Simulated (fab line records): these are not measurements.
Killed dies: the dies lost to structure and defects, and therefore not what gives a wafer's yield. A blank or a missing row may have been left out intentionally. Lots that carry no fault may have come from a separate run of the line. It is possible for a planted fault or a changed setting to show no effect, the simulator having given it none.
Chamber matching ; flow nand harc ; NHARC_P_GATE_DESCUM_93 on rie diel-01: 4 sister chambers
The step chemistry O2, time 3 s. 22 wafers are shown with their chamber, then 11 later ones without.

## WAFERS PAIRED WITH THEIR CHAMBERS
wafer;chamber;showerhead plenum p Torr (Torr);drypump motor current A (A);oes product au (a.u.)
L075.2;0;1.91;6.7;0.976
L075.4;1;1.80;5.4;0.999
L075.5;2;1.94;5.9;1.005
L076.3;1;1.80;5.4;1.001
L076.4;2;1.94;5.9;1.015
L076.5;1;1.80;5.4;1.008
L077.2;0;1.91;6.6;0.991
L077.3;3;1.88;6.4;1.016
L077.5;2;1.94;5.9;1.007
L078.1;3;1.88;6.5;1.010
L078.2;0;1.91;6.7;0.988
L078.5;3;1.88;6.5;1.014
L085.4;2;1.94;5.9;1.001
L085.5;3;1.88;6.4;0.994
L085.6;2;1.94;5.9;0.997
L086.3;2;1.94;5.9;1.007
L086.4;0;1.91;6.7;1.007
L086.6;3;1.88;6.5;1.002
L087.2;0;1.91;6.7;1.000
L087.5;0;1.91;6.7;1.005
L087.6;3;1.88;6.4;0.990
L089.1;1;1.79;5.4;1.000

SIGNATURES (averages over the wafers above)
reading;chamber 0;chamber 1;chamber 2;chamber 3;scatter within a chamber
showerhead plenum p Torr;1.9100;1.7975;1.9400;1.8800;0.00204
drypump motor current A;6.683;5.400;5.900;6.450;0.036
oes product au;0.99450;1.00200;1.00533;1.00433;0.00916
Rule: distance of a wafer from a chamber = root of the sum over the readings of ((wafer's reading minus chamber's mean) / reading's scatter) squared. If the next closest chamber is less than 2 further off than the closest, the wafer can't be placed; otherwise it belongs to the closest. The scatter: take each reading less its chamber's mean, square it, sum over the shown wafers, divide by the number of wafers less the number of chambers, and take the root.

## WAFERS WHOSE CHAMBER IS MISSING
wafer;showerhead plenum p Torr (Torr);drypump motor current A (A);oes product au (a.u.)
L089.3;1.94;5.9;0.999
L089.6;1.79;5.4;1.000
L092.1;1.79;5.4;1.004
L092.3;1.94;5.9;0.992
L092.6;1.88;6.5;0.995
L093.3;1.79;5.4;1.005
L093.4;1.88;6.5;0.994
L093.5;1.88;6.4;0.992
L097.3;1.79;5.4;1.013
L097.4;1.88;6.4;0.995
L097.6;1.94;5.9;1.014

## THE CHAMBER EACH PASSED THROUGH
wafer;from the rows above;in truth
L089.3;2;2
L089.6;1;1
L092.1;1;1
L092.3;2;2
L092.6;3;3
L093.3;1;1
L093.4;3;3
L093.5;3;3
L097.3;1;1
L097.4;3;3
L097.6;2;2
Placed correctly: 11 of 11. Not placeable from these rows: 0. Number placed wrongly: 0.
